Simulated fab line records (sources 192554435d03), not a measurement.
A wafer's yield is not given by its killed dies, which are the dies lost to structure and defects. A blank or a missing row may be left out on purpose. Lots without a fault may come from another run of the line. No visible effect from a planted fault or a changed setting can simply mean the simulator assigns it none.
Split-lot experiment | flow n5_finfet | 7 lots, 21 wafers read, on a route of 1938 steps

== ON THE SPLIT ==
At N5_BEOL_M13_COAT_22 (resist thk 300 nm), the setting spin_rpm was moved away from the recipe's 2888 rpm on 4 of the 21 wafers read, by -3.7% to +10.2%. For the rest of the wafers, this setting stayed at what the recipe calls for.

The reading is taken at the split's own step.

== THE READING ==
coat_of_BEOL_M13_COAT_22.thk_nm (the simulator's own value, which no gauge read), in nm, at N5_BEOL_M13_COAT_22 (resist thk 300 nm). The file does not state a usual value for it. Across the 17 wafers here that went through the recipe, the average is 300.9 nm and the standard deviation 0.84 nm.

wafer  | tool, chamber at the split | spin_rpm as run, rpm | against the recipe | coat_of_BEOL_M13_COAT_22.thk_nm, nm | against lot-mates on the recipe
L075.2 | litho_track-03, 0          | 3182                 | +10.2%             | 285.6                               | -14.9
L075.4 | litho_track-03, 0          | 2888                 | recipe             | 301.2                               | -
L075.5 | litho_track-03, 0          | 2888                 | recipe             | 299.8                               | -
L078.1 | litho_track-04, 0          | 2781                 | -3.7%              | 307.2                               | +5.8
L078.3 | litho_track-04, 0          | 2888                 | recipe             | 301.2                               | -
L078.5 | litho_track-04, 0          | 2888                 | recipe             | 301.6                               | -
L081.2 | litho_track-04, 0          | 2888                 | recipe             | 302.4                               | -
L081.5 | litho_track-04, 0          | 3000                 | +3.9%              | 296.2                               | -6.2
L081.6 | litho_track-04, 0          | 3000                 | +3.9%              | 295.2                               | -7.2
L077.4 | litho_track-05, 0          | 2888                 | recipe             | 300.6                               | -
L077.5 | litho_track-05, 0          | 2888                 | recipe             | 299.6                               | -
L077.6 | litho_track-05, 0          | 2888                 | recipe             | 300.4                               | -
L082.1 | litho_track-04, 0          | 2888                 | recipe             | 302.4                               | -
L082.4 | litho_track-04, 0          | 2888                 | recipe             | 301.4                               | -
L082.5 | litho_track-04, 0          | 2888                 | recipe             | 302                                 | -
L084.2 | litho_track-03, 0          | 2888                 | recipe             | 300.6                               | -
L084.3 | litho_track-03, 0          | 2888                 | recipe             | 301                                 | -
L084.6 | litho_track-03, 0          | 2888                 | recipe             | 300.2                               | -
L086.1 | litho_track-03, 0          | 2888                 | recipe             | 300                                 | -
L086.2 | litho_track-03, 0          | 2888                 | recipe             | 301.4                               | -
L086.3 | litho_track-03, 0          | 2888                 | recipe             | 300.2                               | -

FIT RESULTS
A straight line over all 21 wafers: coat_of_BEOL_M13_COAT_22.thk_nm changes by -1.5 nm for each +1% of spin_rpm; r = -0.98; the points scatter about the line by 0.84 nm.
The same after taking each lot's own level away (the mean of its wafers on the recipe; 21 wafers): -1.52 nm for each +1%; r = -0.99; scatter 0.55 nm.
That fit puts the effect of the largest move of spin_rpm on the reading at 16 nm.
The span of the lots' own levels, 300.20 to 302.40 nm, comes to 2.6 times the standard deviation stated above.
So the lot-to-lot level changes the slope little: the two slopes agree.
Check: for one of the wafers moved furthest among these (+10.2%), held out of the fit, the line's prediction against its lot-mates is -17.1 nm. Against them it came out at -14.9 nm.

== OTHER SPLITS APPLIED TO THESE WAFERS ==
Other splits were also applied to these wafers ahead of the reading. Each is held against what the fit with the lots' levels taken away leaves over:
other split on the same wafers | wafers away from the commonest value | r with coat_of_BEOL_M13_COAT_22.thk_nm (lot level and that fit taken away)
N5_BEOL_M13_COAT_04 spin_rpm   | 7                                    | +0.11

== FILE'S OWN FIT ==
coat_of_BEOL_M13_COAT_22.thk_nm changes by -1.5 nm for each +1% of spin_rpm, r = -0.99.
